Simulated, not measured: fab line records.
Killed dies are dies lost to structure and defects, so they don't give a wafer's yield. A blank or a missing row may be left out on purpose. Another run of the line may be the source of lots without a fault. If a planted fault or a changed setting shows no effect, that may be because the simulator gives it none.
Struck lot and sound lot, side by side :: flow n5Finfet :: 18 out of 1938 route steps
Sound: the wafers L962.1, L962.2, L962.4. Struck: wafers L974.1, L974.3, L974.4. At the end, the cause is stated.
Per side, at each step with rows, come the tool, then ch with its chambers, and then its first start. Under that, the readings that differ: sound wafers :: struck wafers :: difference of the means :: sigmas: that difference in standard deviations of wafers without a fault.
alike: same words and numbers on both sides, and readings whose means sit less than 2 such deviations apart. not compared: any withheld reading, any reading some wafer has no value for, any bound like >300 that may hide the same value, and any number with overlapping values for which the record gives no deviation.
The two part at a step that has a row with sigmas, a row that says differs or no value, or rows on one side only. When numbers do not overlap yet have no deviation, they are printed without sigmas and do not part them. A reading missing from all wafers of one side parts the sides only when that side holds two or more wafers.

N5_FIN_SAQP_HM_DEP_03: deposits SiNx from SiH4/NH3/N2, target thk 38 nm, time 33.6 s.
  sound on pecvd-02 ch 0,1, day 3 16:59; struck on pecvd-01 ch 0,2, day 6 15:13
  alike: heaterPowerW, showerheadPlenumPTorr, showerheadVppV, throttleValvePct
N5_FIN_SAQP_THK_MEAS_05:
  struck on filmMetro-02, day 6 15:18; sound on filmMetro-01, day 3 17:04
  alike: thkNm
N5_FIN_SAQP_PECVD_47: deposits a-Si from SiH4/He, target thk 45 nm, time 36.3 s.
  sound on pecvd-04 ch 1,2, day 3 17:07; struck on pecvd-01 ch 0,1,2, day 6 15:20
  alike: heaterPowerW, showerheadPlenumPTorr, showerheadVppV, throttleValvePct
N5_FIN_SAQP_PECVD_48: deposits SiNx from SiH4/NH3/N2, target thk 25 nm, time 22.1 s.
  sound on pecvd-04 ch 1,2, day 3 17:09; struck on pecvd-01 ch 0,1,2, day 6 15:23
  alike: heaterPowerW, showerheadPlenumPTorr, showerheadVppV, throttleValvePct
N5_FIN_SAQP_PECVD_06: deposits a-Si from SiH4/He, target thk 60 nm, time 48.1 s.
  sound on pecvd-04 ch 1,2, day 3 17:11; struck on pecvd-01 ch 0,1,2, day 6 15:25
  alike: heaterPowerW, showerheadPlenumPTorr, showerheadVppV, throttleValvePct
N5_FIN_SAQP_THK_MEAS_07:
  struck on filmMetro-02, day 6 15:30; sound on filmMetro-01, day 3 17:17
  alike: thkNm
N5_FIN_SAQP_HM_DEP_72: deposits SiO2 from SiH4/N2O, target thk 12 nm, time 7.2 s.
  sound on pecvd-04 ch 0,1,2, day 3 17:19; struck on pecvd-04 ch 0,1,2, day 6 15:32
  alike: heaterPowerW, showerheadPlenumPTorr, showerheadVppV
then, 5 steps without rows for these wafers: N5_FIN_SAQP_COAT_49 (time 60 s, resist thk 100 nm); N5_FIN_SAQP_COAT_50 (time 60 s, resist thk 35 nm); N5_FIN_SAQP_COAT_10 (resist thk 90 nm); N5_FIN_SAQP_EBR_12; N5_FIN_SAQP_SOFTBAKE_11 (time 60 s).
N5_FIN_SAQP_EXPOSE_13: exposes mask FIN CORE, target cd 35.6 nm.
  sound on arfiScanner-02 ch 0, day 3 17:38; struck on arfiScanner-01 ch 0, day 6 15:52
reading: exposureDoseMJCm2
sound: 63.85 63.78 63.77
struck: 65.52 65.61 65.56
difference: +1.76
sigmas: +7
  alike: mask
then, 2 steps without rows for these wafers: N5_FIN_SAQP_PEB_14 (peb time 60 s); N5_FIN_SAQP_DEVELOP_15 (develop time 30 s).
N5_FIN_SAQP_CD_MEAS_16 targets a cd of 35.6 nm.
  sound on cdSem-03 ch 0, day 3 17:46; struck on cdSem-01 ch 0, day 6 15:59
reading: cdNm (nm)
sound: 35.7 36.2 36.1
struck: 34.8 34.7 34.8
difference: -1.2
sigmas: -3
N5_FIN_SAQP_OVL_MEAS_17:
  sound on overlay-02 ch 0, day 3 17:49; struck on overlay-02 ch 0, day 6 16:02
  alike: FIN_CORE_OVL
-- record jumps: 6 days separate the struck wafers' starts on either side; left off in module FIN_SAQP, taken up again in module BEOL_M4, whose first shown step is the route's number 1111 --
N5_BEOL_M4_RC_MEAS_101:
  sound on prober-01 ch 0, day 9 10:06; struck on prober-02 ch 0, day 12 09:46
reading: ION_P (uA/um)
sound: 484 468 481
struck: 452 453 467
difference: -20
sigmas: -2

reading: VT_N (mV)
sound: 244 251 246
struck: 258 256 249
difference: +7
sigmas: +2

reading: VT_P (mV)
sound: -243 -246 -244
struck: -257 -256 -251
difference: -10
sigmas: -3
  alike: DIBL_N, DIBL_P, IOFF_N, IOFF_P, ION_N, SS_N, SS_P

== WHERE THEY PART ==
Earliest at N5_FIN_SAQP_EXPOSE_13; latest, in this record, at N5_BEOL_M4_RC_MEAS_101.

WHY: what the simulator had put in
Drift in process parameters on arfiScanner-01 at N5_FIN_SAQP_EXPOSE_13, starting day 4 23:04. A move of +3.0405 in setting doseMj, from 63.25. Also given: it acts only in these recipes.
